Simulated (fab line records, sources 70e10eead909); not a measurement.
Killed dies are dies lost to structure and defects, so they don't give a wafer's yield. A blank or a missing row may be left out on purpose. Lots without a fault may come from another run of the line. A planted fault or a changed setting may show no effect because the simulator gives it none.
Which tool did it? | flow nand_harc | 24 lots, 72 wafers sampled, at 3 steps of a route of 1159

WHAT THE GAUGES READ, wafer by wafer
NHARC_P_BONDPAD_THK_MEAS_20: measures by xrf.
lot  | measured     | on            | thk_nm (nm)
L074 | day 6 21:34  | film_metro-02 | 160.6 161.9 159.6
L076 | day 7 00:57  | film_metro-02 | 161.3 161.9 163.0
L075 | day 7 01:47  | film_metro-02 | 161.7 162.0 161.8
L077 | day 7 06:08  | film_metro-01 | 160.7 160.5 161.1
L078 | day 7 15:07  | film_metro-01 | 162.3 162.7 158.4
L079 | day 7 15:57  | film_metro-02 | 160.9 161.3 161.9
L081 | day 7 22:53  | film_metro-01 | 160.9 162.2 160.8
L080 | day 7 23:07  | film_metro-01 | 158.9 161.8 160.5
L083 | day 8 19:53  | film_metro-01 | 161.3 160.9 160.4
L082 | day 8 20:25  | film_metro-02 | 160.0 160.5 160.8
L085 | day 8 22:20  | film_metro-01 | 159.2 161.2 160.1
L084 | day 8 23:49  | film_metro-01 | 162.1 163.3 164.6
L086 | day 9 16:47  | film_metro-02 | 159.3 162.3 159.4
L087 | day 9 17:14  | film_metro-01 | 159.8 159.4 159.8
L088 | day 10 01:11 | film_metro-02 | 159.3 160.2 162.1
L089 | day 10 10:10 | film_metro-02 | 160.4 162.4 162.7
L090 | day 10 10:51 | film_metro-02 | 162.7 161.1 161.9
L091 | day 10 23:37 | film_metro-02 | 160.6 160.7 159.6
L092 | day 11 07:47 | film_metro-02 | 161.9 161.6 161.5
L093 | day 11 08:07 | film_metro-02 | 158.7 161.7 161.9
L094 | day 11 10:31 | film_metro-02 | 159.8 159.6 162.4
L095 | day 11 16:10 | film_metro-02 | 160.5 160.8 160.8
L096 | day 11 22:26 | film_metro-01 | 160.1 161.8 161.0
L097 | day 12 15:44 | film_metro-01 | 159.4 158.7 157.9

WHICH TOOL RAN EACH LOT (tool, then ch and the chambers of the sampled wafers, then the start)
lot  | NHARC_P_M1_DEGAS_29          | NHARC_P_M1_PRE_CLEAN_30
L074 | pvd_sputter-02, day 6 11:02  | pvd_sputter-02, day 6 21:34 or earlier
L076 | pvd_sputter-01, day 6 14:50  | pvd_sputter-01, day 7 00:57 or earlier
L075 | pvd_sputter-02, day 6 15:11  | pvd_sputter-02, day 7 01:47 or earlier
L077 | pvd_sputter-01, day 6 20:02  | pvd_sputter-01, day 7 06:08 or earlier
L078 | pvd_sputter-01, day 7 05:03  | pvd_sputter-01, day 7 15:07 or earlier
L079 | pvd_sputter-03, day 7 05:30  | pvd_sputter-03, day 7 15:57 or earlier
L081 | pvd_sputter-01, day 7 12:01  | pvd_sputter-01, day 7 22:53 or earlier
L080 | pvd_sputter-03, day 7 12:10  | pvd_sputter-03, day 7 23:07 or earlier
L083 | pvd_sputter-03, day 8 09:29  | pvd_sputter-03, day 8 19:53 or earlier
L082 | pvd_sputter-01, day 8 10:14  | pvd_sputter-01, day 8 20:25 or earlier
L085 | pvd_sputter-02, day 8 11:59  | pvd_sputter-02, day 8 22:20 or earlier
L084 | pvd_sputter-01, day 8 13:14  | pvd_sputter-01, day 8 23:49 or earlier
L086 | pvd_sputter-03, day 9 05:49  | pvd_sputter-03, day 9 16:47 or earlier
L087 | pvd_sputter-03, day 9 06:43  | pvd_sputter-03, day 9 17:14 or earlier
L088 | pvd_sputter-02, day 9 15:04  | pvd_sputter-02, day 10 01:11 or earlier
L089 | pvd_sputter-03, day 10 00:11 | pvd_sputter-03, day 10 10:10 or earlier
L090 | pvd_sputter-01, day 10 00:53 | pvd_sputter-01, day 10 10:51 or earlier
L091 | pvd_sputter-02, day 10 13:14 | pvd_sputter-02, day 10 23:37 or earlier
L092 | pvd_sputter-02, day 10 21:05 | pvd_sputter-02, day 11 07:47 or earlier
L093 | pvd_sputter-01, day 10 21:13 | pvd_sputter-01, day 11 08:07 or earlier
L094 | pvd_sputter-01, day 11 00:20 | pvd_sputter-01, day 11 10:31 or earlier
L095 | pvd_sputter-01, day 11 06:04 | pvd_sputter-01, day 11 16:10 or earlier
L096 | pvd_sputter-02, day 11 11:47 | pvd_sputter-02, day 11 22:26 or earlier
L097 | pvd_sputter-02, day 12 05:40 | pvd_sputter-02, day 12 15:44 or earlier
- NHARC_P_M1_DEGAS_29: time 60 s.
- NHARC_P_M1_PRE_CLEAN_30: time 30 s.

WHAT THE TOOLS THEMSELVES READ (means of the sampled wafers that have a number; where no wafer has one, the mark that the record gives instead)
NHARC_P_M1_DEGAS_29.
lot  | tool           | heater_power_w (W)
L074 | pvd_sputter-02 | 335
L076 | pvd_sputter-01 | 327
L075 | pvd_sputter-02 | 339
L077 | pvd_sputter-01 | 342
L078 | pvd_sputter-01 | 316
L079 | pvd_sputter-03 | 317
L081 | pvd_sputter-01 | 325
L080 | pvd_sputter-03 | 292
L083 | pvd_sputter-03 | 298
L082 | pvd_sputter-01 | 368
L085 | pvd_sputter-02 | 351
L084 | pvd_sputter-01 | 330
L086 | pvd_sputter-03 | 296
L087 | pvd_sputter-03 | 318
L088 | pvd_sputter-02 | 338
L089 | pvd_sputter-03 | 310
L090 | pvd_sputter-01 | 326
L091 | pvd_sputter-02 | 325
L092 | pvd_sputter-02 | 338
L093 | pvd_sputter-01 | 371
L094 | pvd_sputter-01 | 343
L095 | pvd_sputter-01 | 318
L096 | pvd_sputter-02 | 325
L097 | pvd_sputter-02 | 341

NHARC_P_M1_PRE_CLEAN_30.
lot  | tool           | heater_power_w (W)
L074 | pvd_sputter-02 | 431
L076 | pvd_sputter-01 | 425
L075 | pvd_sputter-02 | 408
L077 | pvd_sputter-01 | 453
L078 | pvd_sputter-01 | 429
L079 | pvd_sputter-03 | 370
L081 | pvd_sputter-01 | 415
L080 | pvd_sputter-03 | 398
L083 | pvd_sputter-03 | 347
L082 | pvd_sputter-01 | 415
L085 | pvd_sputter-02 | 403
L084 | pvd_sputter-01 | 406
L086 | pvd_sputter-03 | 371
L087 | pvd_sputter-03 | 370
L088 | pvd_sputter-02 | 435
L089 | pvd_sputter-03 | 360
L090 | pvd_sputter-01 | 373
L091 | pvd_sputter-02 | 421
L092 | pvd_sputter-02 | 415
L093 | pvd_sputter-01 | 422
L094 | pvd_sputter-01 | 382
L095 | pvd_sputter-01 | 452
L096 | pvd_sputter-02 | 398
L097 | pvd_sputter-02 | 412

THE ANSWER, worked out from the rows above alone
Rule: what is usual is taken from the lots themselves. Put in order of their means at a reading, lots are off if they are a third of the lots or fewer, leave a main group of 4 or more, and stand apart from it by a gap of 3 or more times the standard deviation of the main group's means; of several such gaps the widest counts. A main group whose means are all the same, to the digits that the tables above print for the reading, isn't used. A lot without any number at a reading at which 4 lots or more have one is off too. The other lots that the step has rows for count as sound. The gauges are gone through in route order, then the tools' own readings, and for those a lot's mean is taken as printed above. The first step at which some lot is off is used, and at that step the reading that is off furthest; a lot without a number counts as furthest.
No lot is off at any reading shown: from this, nothing can be told.

WHAT THE SIMULATOR HAD PUT IN
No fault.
